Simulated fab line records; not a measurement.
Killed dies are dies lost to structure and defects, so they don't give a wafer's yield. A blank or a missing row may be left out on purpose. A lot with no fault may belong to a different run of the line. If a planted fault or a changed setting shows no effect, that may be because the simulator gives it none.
Which tool is to blame? ; flow n5-finfet ; 41 wafers from 14 lots sampled at 2 of the route's 1938 steps

## WHAT EACH GAUGE READ, for each wafer
N5_BEOL_M9_INSPECT_58: inspects for defects (darkfield). Usual: raw-defect-count 74, standard deviation 25.
lot;measured;on;raw-defect-count;flag
L921;day 11 13:19;defect-inspect-01;100 53 70;
L922;day 11 17:50;defect-inspect-02;115 79 72;
L927;day 12 17:50;defect-inspect-02;66 127 77;
L926;day 12 18:10;defect-inspect-02;89 86 50;
L929;day 13 00:53;defect-inspect-02;76 61 83;
L934;day 14 11:54;defect-inspect-01;73 48 67;
L932;day 14 11:58;defect-inspect-02;112 71 49;
L933;day 14 12:25;defect-inspect-02;105 88;
L939;day 15 20:43;defect-inspect-01;55 66 46;
L941;day 16 09:10;defect-inspect-01;28 80 51;
L940;day 16 09:25;defect-inspect-02;75 105 112;
L942;day 16 18:01;defect-inspect-01;45 54 58;
L944;day 17 01:46;defect-inspect-01;76 77 63;
L943;day 17 01:52;defect-inspect-02;52 68 74;

## WHAT TOOL EACH LOT RAN ON (gives the tool, then ch and the chambers of the sampled wafers, and finally the start)
lot;N5_BEOL_M9_ALD_74
L921;ald-metal-02 ch 0,1,2, day 11 11:48
L922;ald-metal-04 ch 0,1,2, day 11 15:52
L927;ald-metal-04 ch 1,2,3, day 12 15:33
L926;ald-metal-02 ch 0,2,3, day 12 15:55
L929;ald-metal-04 ch 0,1, day 12 23:27
L934;ald-metal-02 ch 0,2,3, day 14 09:54
L932;ald-metal-03 ch 0,2,3, day 14 09:57
L933;ald-metal-02 ch 0,2, day 14 10:10
L939;ald-metal-03 ch 1,2, day 15 18:55
L941;ald-metal-04 ch 0,1,3, day 16 07:01
L940;ald-metal-02 ch 0,1,3, day 16 07:14
L942;ald-metal-03 ch 1,2,3, day 16 15:25
L944;ald-metal-04 ch 0,1,3, day 17 00:13
L943;ald-metal-02 ch 0,1,2, day 17 00:17
- N5_BEOL_M9_ALD_74: deposits TaN, target thk 2 nm, pulse time 2 s, purge time 3 s.

## AS READ BY THE TOOLS THEMSELVES (means over the sampled wafers that have a number; for cases with no such wafer, the mark the record gives instead)
N5_BEOL_M9_ALD_74. Usual: heater-power-w 387 W, standard deviation 54.
lot;tool;heater-power-w (W);flag
L921;ald-metal-02;327;
L922;ald-metal-04;370;
L927;ald-metal-04;368;
L926;ald-metal-02;379;
L929;ald-metal-04;377;
L934;ald-metal-02;382;
L932;ald-metal-03;453;
L933;ald-metal-02;348;
L939;ald-metal-03;438;
L941;ald-metal-04;371;
L940;ald-metal-02;368;
L942;ald-metal-03;468;
L944;ald-metal-04;372;
L943;ald-metal-02;334;

## THE ANSWER, worked out from the rows above alone
Rule: a lot is off if the mean of its wafers that have a number lies more than 3 standard deviations from the usual mean. A lot without any number at a reading at which 4 lots or more have one is off too. Any other lot the step has rows for is counted as sound. The gauges are gone through in route order, then the tools' own readings, and for those a lot's mean is taken as printed above. The first step at which some lot is off is used, and at that step the reading that is off furthest; a lot without a number counts as furthest.
Across all readings shown, no lot is off: no conclusion can be drawn from this.

## WHAT THE SIMULATOR HAD PUT IN
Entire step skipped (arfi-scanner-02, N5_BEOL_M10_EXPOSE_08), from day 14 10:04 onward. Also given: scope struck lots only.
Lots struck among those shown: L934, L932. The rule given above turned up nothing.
